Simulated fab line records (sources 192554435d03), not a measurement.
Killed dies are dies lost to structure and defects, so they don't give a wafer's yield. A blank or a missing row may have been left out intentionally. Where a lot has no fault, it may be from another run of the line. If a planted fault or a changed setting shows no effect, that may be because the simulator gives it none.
fab line records	flow n5_finfet	part 1 of 2: steps 1 to 21 of 28
record lots=5	wafers=15	last_day=17
route steps=1938 shown MOL_CONTACT_COAG@587
lots that met no fault: from a run of the same line without faults
start_h: start of the lot's first displayed wafer, in hours after the record's first day	wait_h: how many hours have passed since the lot's step before this one	" identical to the entry in the row above	L1.1+2: a single row standing in for several wafers	- value missing, or start not given	* or withheld: withheld	< > ~ a bound
route shown NAME@n: a module of which the file shows steps, and the number in the route of the first	usual: mean/standard deviation of fault-free wafers	same: alike in all rows	chamber/n: place in a boat	sites: readings site by site	_std_site: the values' standard deviation	_edge_site: mean of outer sites minus mean of inner sites	radius_mm: how far each site lies from the wafer's centre	mask NAME#n: copy n	behind: the tool/chamber that last shaped the wafer	hold: why the lot went on hold/how many hours it stayed there/how the hold came to an end	device: the n, p or np transistor that did not switch	end of line: the tests these same wafers got at the end of their route	a step given without rows: its recipe and nothing more	killed: the dies lost at the first sort to structure and to defects; this is not the yield of the wafer	map: a wafer's dies, x killed, . not, _ none there
set.NAME: the run value of the setting; set.NAME@STEP: its run value at that earlier step	model.NAME: the simulator's own value behind a step, which no gauge read
lots seen at some steps along the route; tables by step, rows by wafer
services: when a tool's chamber went out of use (start_h, in hours from the record's first day, below 0 if earlier), for how many hours, and the reason
## steps
# step N5_MOL_CONTACT_COAG_STRIP_96
# recipe chemistry=N2/H2	power_w=500	temp_c=40	pressure_mtorr=50	rf_frequency_hz=6e+07	overash_fraction=0.3	bias_power_w=28	h2_frac=0.5	n2_flow_sccm=300	h2_flow_sccm=300
# usual chamber_pressure_mTorr=50.00/0.06	drypump_motor_current_A=5.7/0.43	oes_product_au=0.79/0.096	rf_vpp_V=122.0/1.4	showerhead_plenum_p_Torr=3.36/0.12	temp_c=40.00/0.11	throttle_valve_pct=19.0/0.4
lot.wafer	tool	chamber	start_h	wait_h	chamber_pressure_mTorr	drypump_motor_current_A	oes_product_au	rf_hours_counter_h	rf_vpp_V	showerhead_plenum_p_Torr	temp_c	throttle_valve_pct
L084.1	rie_diel-06	3	162.96	0.0	50.03	5.6	0.91	13	122.4	3.29	40.12	19.3
L084.4	"	0	"	"	50.01	6.5	0.78	124	120.8	3.24	39.97	18.6
L084.6	"	3	"	"	50.09	5.5	0.92	-	121.7	3.29	40.11	19.3
L086.2	rie_diel-03	1	180.68	0.0	50.01	5.7	0.69	249	123.1	3.47	40.16	19.7
L086.3	"	0	"	"	50.04	5.4	0.74	181	117.5	3.20	40.00	19.1
L086.4	"	1	"	"	50.01	5.7	0.68	-	123.8	3.47	40.12	19.7
L088.2	rie_diel-03	2	187.36	0.0	50.08	5.7	0.93	14	122.0	3.57	40.03	19.0
L088.3	"	0	"	"	49.95	5.3	0.75	184	121.0	3.20	40.11	19.1
L088.4	"	2	"	"	49.93	5.7	0.93	-	124.6	3.57	40.01	19.0
L090.2	rie_diel-03	0	197.99	0.0	50.00	5.3	0.74	189	121.5	3.20	39.98	19.1
L090.5	"	0	"	"	49.98	5.3	0.73	-	119.9	3.20	39.94	19.1
L090.6	"	3	"	"	50.09	6.6	0.81	-	124.3	3.51	39.91	18.3
L094.2	rie_diel-03	3	221.27	0.0	49.99	6.6	0.81	90	121.5	3.51	40.13	18.3
L094.3	"	1	"	"	50.04	5.6	1.01	2	121.7	3.47	40.22	19.4
L094.4	"	0	"	"	50.01	5.3	0.73	-	120.8	3.20	39.81	19.1
# step N5_MOL_CONTACT_COAG_ETCH_47
# recipe chemistry=CH3F/O2	target=SiNx	target_depth_a=270	mask_material=SiO2	stop_on=W	over_etch_frac=0.2	ion_energy_ev=120	endpoint=OES-CN	pressure_mtorr=30	source_w=395	bias_w=73	Ar_flow_sccm=150	CH3F_flow_sccm=30	O2_flow_sccm=20	ends=end_point
# usual chamber_pressure_mTorr=29.995/0.027	drypump_motor_current_A=5.7/0.43	etch_rf_on_time_s=31.3/0.54	oes_product_au=0.70/0.086	rf_vpp_V=298/4.2	showerhead_plenum_p_Torr=2.00/0.077	throttle_valve_pct=16.40/0.24
lot.wafer	tool	chamber	start_h	wait_h	chamber_pressure_mTorr	drypump_motor_current_A	etch_rf_on_time_s	oes_product_au	rf_hours_counter_h	rf_vpp_V	showerhead_plenum_p_Torr	throttle_valve_pct
L084.1	rie_diel-06	3	163.00	0.0	30.037	5.5	30.4	0.83	13	297	1.97	16.46
L084.4	"	0	"	"	30.000	6.5	31.7	0.69	124	303	1.93	16.34
L084.6	"	3	"	"	30.001	5.5	30.5	0.83	-	298	1.97	16.48
L086.2	rie_diel-03	1	180.72	0.0	30.007	5.7	31.5	0.62	249	295	2.06	16.81
L086.3	"	0	"	"	29.979	5.3	31.1	0.65	181	300	1.92	16.42
L086.4	"	1	"	"	30.009	5.7	31.5	0.62	-	296	2.06	16.81
L088.2	rie_diel-03	2	187.40	0.0	29.970	5.7	30.7	0.83	14	300	2.14	16.35
L088.3	"	0	"	"	30.024	5.3	31.1	0.65	184	298	1.92	16.44
L088.4	"	2	"	"	29.988	5.7	31.0	0.82	-	301	2.14	16.35
L090.2	rie_diel-03	0	198.03	0.0	29.966	5.3	31.0	0.65	189	299	1.91	16.46
L090.5	"	0	"	"	29.994	5.3	30.8	0.65	-	299	1.91	16.45
L090.6	"	3	"	"	29.956	6.6	31.8	0.73	-	303	2.11	16.20
L094.2	rie_diel-03	3	221.31	0.0	30.001	6.6	31.8	0.72	90	304	2.10	16.20
L094.3	"	1	"	"	29.969	5.6	30.2	0.91	2	295	2.06	16.35
L094.4	"	0	"	"	29.972	5.4	31.5	0.64	-	299	1.91	16.46
# step N5_MOL_CONTACT_COAG_STRIP_119
# recipe chemistry=N2/H2	time_s=30	power_w=1000	temp_c=250	pressure_mtorr=withheld	n2_flow_sccm=1750	h2_flow_sccm=3250
# usual drypump_motor_current_A=5.96/0.23	heater_power_w=365/22	temp_c=249.98/0.19
lot.wafer	tool	chamber	start_h	wait_h	drypump_motor_current_A	heater_power_w	rf_hours_counter_h	temp_c
L084.1	plasma_asher-01	0	163.09	0.1	5.70	381	48	250.01
L084.4	"	0	"	"	5.72	383	-	250.18
L084.6	"	1	"	"	5.90	375	-	250.14
L086.2	plasma_asher-02	1	180.82	0.1	6.10	319	109	250.34
L086.3	"	1	"	"	6.08	324	-	250.45
L086.4	"	0	"	"	6.38	372	-	249.86
L088.2	plasma_asher-01	0	187.48	0.1	5.68	378	54	250.43
L088.3	"	1	"	"	5.96	369	-	249.78
L088.4	"	0	"	"	5.71	376	-	250.03
L090.2	plasma_asher-01	1	198.11	0.1	5.92	374	56	250.23
L090.5	"	0	"	"	5.72	380	-	250.18
L090.6	"	1	"	"	5.93	365	-	250.13
L094.2	plasma_asher-01	0	221.39	0.1	5.72	367	60	249.94
L094.3	"	1	"	"	5.95	369	-	250.03
L094.4	"	0	"	"	5.73	384	-	249.99
# step N5_MOL_CONTACT_COAG_PRECLEAN_144
# recipe chemistry=alkaline_clean	temp_c=60	time_s=60	do_ppb=50
# usual do_ppb=50.0/0.52	temp_c=60.01/0.1
lot.wafer	tool	chamber	start_h	wait_h	do_ppb	temp_c
L084.1	wet_bench-04	1	163.17	0.1	51.2	60.26
L084.4	"	7	"	"	50.4	59.94
L084.6	"	6	"	"	50.0	59.89
L086.2	wet_bench-01	3	180.92	0.1	49.5	59.99
L086.3	"	4	"	"	50.1	59.82
L086.4	"	2	"	"	50.4	60.02
L088.2	wet_bench-02	7	187.56	0.1	50.1	59.95
L088.3	"	2	"	"	50.3	59.98
L088.4	"	3	"	"	50.0	60.11
L090.2	wet_bench-04	0	198.20	0.1	50.2	60.05
L090.5	"	4	"	"	50.5	60.02
L090.6	"	2	"	"	50.2	59.94
L094.2	wet_bench-04	4	221.48	0.1	50.9	59.98
L094.3	"	0	"	"	49.5	59.73
L094.4	"	3	"	"	50.5	59.82
# step N5_MOL_CONTACT_COAG_SRD_145
# recipe dry=ipa_marangoni	time_s=30	temp_c=23	rinse_liquid=diw
# usual temp_c=23.00/0.1
lot.wafer	tool	chamber	start_h	wait_h	temp_c
L084.1	wet_bench-04	1	163.19	0.0	23.16
L084.4	"	7	"	"	22.86
L084.6	"	6	"	"	23.08
L086.2	wet_bench-01	3	180.96	0.0	23.08
L086.3	"	4	"	"	22.93
L086.4	"	2	"	"	22.84
L088.2	wet_bench-02	7	187.58	0.0	23.08
L088.3	"	2	"	"	22.96
L088.4	"	3	"	"	22.99
L090.2	wet_bench-04	0	198.22	0.0	23.03
L090.5	"	4	"	"	23.05
L090.6	"	2	"	"	22.97
L094.2	wet_bench-04	4	221.50	0.0	22.97
L094.3	"	0	"	"	22.89
L094.4	"	3	"	"	23.00
# step N5_MOL_CONTACT_COAG_CD_MEAS_137
# recipe target_cd_nm=16
# usual cd_nm=16.1/0.33
lot.wafer	tool	chamber	start_h	wait_h	cd_nm
L084.1	cd_sem-01	-	163.23	0.0	16.4
L084.4	"	-	"	"	15.9
L084.6	"	-	"	"	16.1
L086.2	cd_sem-01	-	181.02	0.0	16.1
L086.3	"	-	"	"	16.1
L086.4	"	-	"	"	16.3
L088.2	cd_sem-02	-	187.62	0.0	16.3
L088.3	"	-	"	"	15.9
L088.4	"	-	"	"	16.3
L090.2	cd_sem-02	-	198.26	0.0	16.1
L090.5	"	-	"	"	16.3
L090.6	"	-	"	"	15.5
L094.2	cd_sem-02	-	221.54	0.0	16.3
L094.3	"	-	"	"	16.2
L094.4	"	-	"	"	16.4
# step N5_MOL_CONTACT_COAG_COAT_62
# recipe resist=SOC	temp_c=250	time_s=60	spin_rpm=1500	resist_thk_nm=60
lot.wafer	tool	chamber	start_h	wait_h
L084.1+4+6	litho_track-02	0	168.69	5.5
L086.2+3+4	litho_track-05	0	181.06	0.0
L088.2+3+4	litho_track-05	0	187.66	0.0
L090.2+5+6	litho_track-02	0	198.30	0.0
L094.2+3+4	litho_track-03	0	221.58	0.0
# step N5_MOL_CONTACT_COAG_COAT_63
# recipe resist=SiARC	temp_c=220	time_s=60	spin_rpm=1500	resist_thk_nm=10
lot.wafer	tool	chamber	start_h	wait_h
L084.1+4+6	litho_track-02	0	-	-
L086.2+3+4	litho_track-05	0	-	-
L088.2+3+4	litho_track-05	0	-	-
L090.2+5+6	litho_track-02	0	-	-
L094.2+3+4	litho_track-03	0	-	-
# step N5_MOL_CONTACT_COAG_COAT_64
# recipe resist=underlayer	temp_c=205	time_s=60	spin_rpm=1500	resist_thk_nm=10
lot.wafer	tool	chamber	start_h	wait_h
L084.1+4+6	litho_track-02	0	-	-
L086.2+3+4	litho_track-05	0	-	-
L088.2+3+4	litho_track-05	0	-	-
L090.2+5+6	litho_track-02	0	-	-
L094.2+3+4	litho_track-03	0	-	-
# step N5_MOL_CONTACT_COAG_COAT_34
# recipe resist=CAR-EUV	spin_rpm=1500	resist_thk_nm=40
lot.wafer	tool	chamber	start_h	wait_h
L084.1+4+6	litho_track-02	0	-	-
L086.2+3+4	litho_track-05	0	-	-
L088.2+3+4	litho_track-05	0	-	-
L090.2+5+6	litho_track-02	0	-	-
L094.2+3+4	litho_track-03	0	-	-
# step N5_MOL_CONTACT_COAG_EBR_36
# recipe solvent=PGMEA	ebr_width_mm=1.5
lot.wafer	tool	chamber	start_h	wait_h
L084.1+4+6	litho_track-02	0	-	-
L086.2+3+4	litho_track-05	0	-	-
L088.2+3+4	litho_track-05	0	-	-
L090.2+5+6	litho_track-02	0	-	-
L094.2+3+4	litho_track-03	0	-	-
# step N5_MOL_CONTACT_COAG_SOFTBAKE_35
# recipe temp_c=110	time_s=60	resist=CAR-EUV
lot.wafer	tool	chamber	start_h	wait_h
L084.1+4+6	litho_track-02	0	-	-
L086.2+3+4	litho_track-05	0	-	-
L088.2+3+4	litho_track-05	0	-	-
L090.2+5+6	litho_track-02	0	-	-
L094.2+3+4	litho_track-03	0	-	-
# step N5_MOL_CONTACT_COAG_EXPOSE_37
# recipe mask_id=VD	na=0.33	source_shape=annular	sigma_inner=0.3	sigma_outer=0.7	polarization=unpolarized	defocus_nm=0	dose_mj=62
lot.wafer	tool	chamber	start_h	wait_h	mask
L084.1+4+6	euv_scanner-02	0	169.04	-	VD#0
L086.2+3+4	euv_scanner-02	0	181.23	-	VD#0
L088.2+3+4	euv_scanner-02	0	187.81	-	VD#0
L090.2+5+6	euv_scanner-02	0	198.44	-	VD#0
L094.2+3+4	euv_scanner-02	0	221.85	-	VD#0
# step N5_MOL_CONTACT_COAG_PEB_38
# recipe peb_temp_c=100	peb_time_s=60	resist=CAR-EUV
lot.wafer	tool	chamber	start_h	wait_h
L084.1+4+6	litho_track-05	0	169.12	0.1
L086.2+3+4	litho_track-05	0	181.30	0.1
L088.2+3+4	litho_track-03	0	187.88	0.1
L090.2+5+6	litho_track-05	0	198.51	0.1
L094.2+3+4	litho_track-03	0	221.92	0.1
# step N5_MOL_CONTACT_COAG_DEVELOP_39
# recipe develop_time_s=30	developer=TMAH	resist=CAR-EUV	rinse_liquid=surfactant_rinse	dry=air_spin	dev_temp_c=23
lot.wafer	tool	chamber	start_h	wait_h
L084.1+4+6	litho_track-05	0	-	-
L086.2+3+4	litho_track-05	0	-	-
L088.2+3+4	litho_track-03	0	-	-
L090.2+5+6	litho_track-05	0	-	-
L094.2+3+4	litho_track-03	0	-	-
# step N5_MOL_CONTACT_COAG_CD_MEAS_40
# recipe target_cd_nm=25.1	landing_energy_ev=500	detector=se_inlens	polarity=opening
# usual cd_nm=25.15/0.23
# same landing_energy_ev=500
lot.wafer	tool	chamber	start_h	wait_h	cd_nm
L084.1	cd_sem-03	0	169.19	-	25.51
L084.4	"	0	"	"	25.01
L084.6	"	0	"	"	25.32
L086.2	cd_sem-01	0	181.37	-	25.17
L086.3	"	0	"	"	25.03
L086.4	"	0	"	"	25.06
L088.2	cd_sem-01	0	187.94	-	24.90
L088.3	"	0	"	"	25.29
L088.4	"	0	"	"	24.89
L090.2	cd_sem-01	0	198.58	-	24.97
L090.5	"	0	"	"	25.51
L090.6	"	0	"	"	25.25
L094.2	cd_sem-03	0	221.99	-	24.79
L094.3	"	0	"	"	24.91
L094.4	"	0	"	"	24.92
# step N5_MOL_CONTACT_COAG_OVL_MEAS_41
# recipe points_per_wafer=522
# usual VD_OVL=0.2/0.72
lot.wafer	tool	chamber	start_h	wait_h	VD_OVL[nm]
L084.1	overlay-02	0	169.22	0.0	-0.7
L084.4	"	0	"	"	-1.6
L084.6	"	0	"	"	0.0
L086.2	overlay-02	0	181.41	0.0	-0.3
L086.3	"	0	"	"	0.5
L086.4	"	0	"	"	0.0
L088.2	overlay-02	0	187.98	0.0	-0.5
L088.3	"	0	"	"	-1.1
L088.4	"	0	"	"	0.4
L090.2	overlay-01	0	198.62	0.0	-0.8
L090.5	"	0	"	"	1.0
L090.6	"	0	"	"	0.4
L094.2	overlay-01	0	222.02	0.0	0.0
L094.3	"	0	"	"	0.6
L094.4	"	0	"	"	0.7
# step N5_MOL_CONTACT_COAG_INSPECT_42
# recipe mode=adi	inspect_instrument=brightfield
# usual raw_defect_count=220/58
lot.wafer	tool	chamber	start_h	wait_h	raw_defect_count
L084.1	defect_inspect-01	-	169.27	0.1	265
L084.4	"	-	"	"	481
L084.6	"	-	"	"	246
L086.2	defect_inspect-02	-	181.46	0.0	238
L086.3	"	-	"	"	138
L086.4	"	-	"	"	176
L088.2	defect_inspect-01	-	188.03	0.0	214
L088.3	"	-	"	"	194
L088.4	"	-	"	"	214
L090.2	defect_inspect-02	-	198.67	0.0	181
L090.5	"	-	"	"	254
L090.6	"	-	"	"	206
L094.2	defect_inspect-02	-	222.08	0.0	228
L094.3	"	-	"	"	143
L094.4	"	-	"	"	224
# step N5_MOL_CONTACT_COAG_DESCUM_45
# recipe chemistry=O2	time_s=7	source_power_w=50	bias_power_w=20	pressure_mtorr=20	rf_frequency_hz=2.712e+07	temp_c=40	resist=CAR-EUV	o2_flow_sccm=225
# usual chamber_pressure_mTorr=20.000/0.018	drypump_motor_current_A=5.7/0.44	oes_product_au=0.78/0.094	rf_vpp_V=243.4/1.6	showerhead_plenum_p_Torr=2.10/0.08	temp_c=40.00/0.099	throttle_valve_pct=20.49/0.26
lot.wafer	tool	chamber	start_h	wait_h	chamber_pressure_mTorr	drypump_motor_current_A	oes_product_au	rf_hours_counter_h	rf_vpp_V	showerhead_plenum_p_Torr	temp_c	throttle_valve_pct
L084.1	rie_diel-06	0	169.88	0.6	19.976	6.5	0.77	127	241.1	2.02	40.07	20.52
L084.4	"	1	"	"	20.022	5.5	0.95	-	241.9	2.03	39.86	19.85
L084.6	"	3	"	"	20.009	5.5	0.92	-	242.2	2.03	40.14	20.47
L086.2	rie_diel-06	0	181.49	0.0	19.998	6.5	0.76	132	241.6	2.02	39.90	20.52
L086.3	"	1	"	"	20.038	5.4	0.93	13	241.3	2.03	39.98	19.87
L086.4	"	0	"	"	20.010	6.5	0.76	-	241.6	2.02	39.98	20.51
L088.2	rie_diel-01	2	188.06	0.0	19.985	5.8	0.69	206	244.3	2.08	39.98	20.58
L088.3	"	0	"	"	19.998	5.5	0.74	179	244.2	2.16	40.05	20.34
L088.4	"	2	"	"	20.000	5.8	0.69	-	242.7	2.08	40.03	20.59
L090.2	rie_diel-01	2	198.70	0.0	20.008	5.8	0.69	210	243.4	2.07	39.99	20.61
L090.5	"	0	"	"	20.001	5.5	0.73	-	244.6	2.15	40.00	20.35
L090.6	"	3	"	"	20.006	5.5	0.73	-	242.2	2.08	40.00	20.54
L094.2	rie_diel-03	1	222.11	0.0	20.011	5.7	1.00	2	244.7	2.14	40.04	20.37
L094.3	"	0	"	"	19.999	5.3	0.72	198	241.3	2.01	39.87	20.59
L094.4	"	1	"	"	20.026	5.7	1.01	-	243.8	2.14	40.00	20.36
# step N5_MOL_CONTACT_COAG_ETCH_65
# recipe chemistry=N2/H2	target=underlayer	target_depth_a=130	mask_material=CAR-EUV	time_s=10.4	ion_energy_ev=200	pressure_mtorr=30	source_w=840	bias_w=150	n2_flow_sccm=200	h2_flow_sccm=200	ends=cleared
# usual chamber_pressure_mTorr=29.998/0.027	drypump_motor_current_A=5.7/0.44	etch_rf_on_time_s=10.51/0.21	oes_product_au=0.67/0.081	rf_vpp_V=524/3.1	showerhead_plenum_p_Torr=2.55/0.11	throttle_valve_pct=17.93/0.28
lot.wafer	tool	chamber	start_h	wait_h	chamber_pressure_mTorr	drypump_motor_current_A	etch_rf_on_time_s	oes_product_au	rf_hours_counter_h	rf_vpp_V	showerhead_plenum_p_Torr	throttle_valve_pct
L084.1	rie_diel-06	0	169.91	0.0	30.010	6.5	10.71	0.65	127	520	2.45	17.80
L084.4	"	1	"	"	29.993	5.5	10.44	0.80	-	524	2.50	17.48
L084.6	"	3	"	"	29.966	5.5	10.27	0.79	-	522	2.49	18.04
L086.2	rie_diel-06	0	181.53	0.0	29.999	6.5	10.69	0.65	132	520	2.45	17.81
L086.3	"	1	"	"	29.994	5.5	10.21	0.80	13	523	2.50	17.49
L086.4	"	0	"	"	29.979	6.5	10.56	0.65	-	521	2.45	17.81
L088.2	rie_diel-01	2	188.10	0.0	29.996	5.8	10.86	0.58	206	522	2.53	17.97
L088.3	"	0	"	"	30.048	5.5	10.65	0.63	179	526	2.64	18.00
L088.4	"	2	"	"	29.989	5.8	10.75	0.59	-	524	2.53	17.97
L090.2	rie_diel-01	2	198.74	0.0	29.991	5.8	10.80	0.58	210	522	2.53	17.98
L090.5	"	0	"	"	29.975	5.5	10.57	0.61	-	526	2.64	18.02
L090.6	"	3	"	"	30.004	5.5	10.48	0.61	-	523	2.51	17.83
L094.2	rie_diel-03	1	222.14	0.0	29.995	5.7	9.94	0.87	2	527	2.63	18.01
L094.3	"	0	"	"	29.988	5.4	10.40	0.61	198	520	2.41	17.91
L094.4	"	1	"	"	29.993	5.7	9.89	0.88	-	524	2.63	18.00
# step N5_MOL_CONTACT_COAG_ETCH_66
# recipe chemistry=CF4	target=SiARC	target_depth_a=130	mask_material=CAR-EUV	time_s=21.7	ion_energy_ev=80	pressure_mtorr=40	source_w=545	bias_w=36	Ar_flow_sccm=100	cf4_flow_sccm=100	ends=cleared
# usual chamber_pressure_mTorr=40.00/0.036	drypump_motor_current_A=5.7/0.44	etch_rf_on_time_s=21.9/0.41	oes_product_au=0.66/0.08	rf_vpp_V=184.1/1.3	showerhead_plenum_p_Torr=2.15/0.083	throttle_valve_pct=15.68/0.26
lot.wafer	tool	chamber	start_h	wait_h	chamber_pressure_mTorr	drypump_motor_current_A	etch_rf_on_time_s	oes_product_au	rf_hours_counter_h	rf_vpp_V	showerhead_plenum_p_Torr	throttle_valve_pct
L084.1	rie_diel-06	0	169.93	0.0	39.99	6.5	22.6	0.65	127	182.1	2.07	15.65
L084.4	"	1	"	"	40.04	5.5	21.6	0.81	-	184.5	2.09	15.08
L084.6	"	3	"	"	40.02	5.5	21.4	0.79	-	183.6	2.10	15.71
L086.2	rie_diel-06	0	181.55	0.0	39.97	6.5	22.4	0.65	132	184.0	2.07	15.66
L086.3	"	1	"	"	39.98	5.5	21.6	0.79	13	184.8	2.08	15.09
L086.4	"	0	"	"	40.02	6.5	22.2	0.65	-	183.2	2.07	15.64
L088.2	rie_diel-01	2	188.12	0.0	39.99	5.8	22.2	0.60	206	184.2	2.12	15.78
L088.3	"	0	"	"	40.07	5.5	22.2	0.61	179	184.2	2.22	15.67
L088.4	"	2	"	"	39.98	5.8	22.2	0.60	-	182.6	2.12	15.78
L090.2	rie_diel-01	2	198.76	0.0	40.03	5.8	21.8	0.59	210	183.9	2.12	15.78
L090.5	"	0	"	"	40.00	5.5	22.0	0.62	-	184.5	2.22	15.69
L090.6	"	3	"	"	40.01	5.5	21.7	0.61	-	183.7	2.11	15.57
L094.2	rie_diel-03	1	222.16	0.0	39.96	5.7	20.8	0.87	2	185.0	2.20	15.56
L094.3	"	0	"	"	39.94	5.3	21.7	0.60	198	181.4	2.05	15.73
L094.4	"	1	"	"	40.03	5.7	20.6	0.87	-	184.8	2.20	15.56
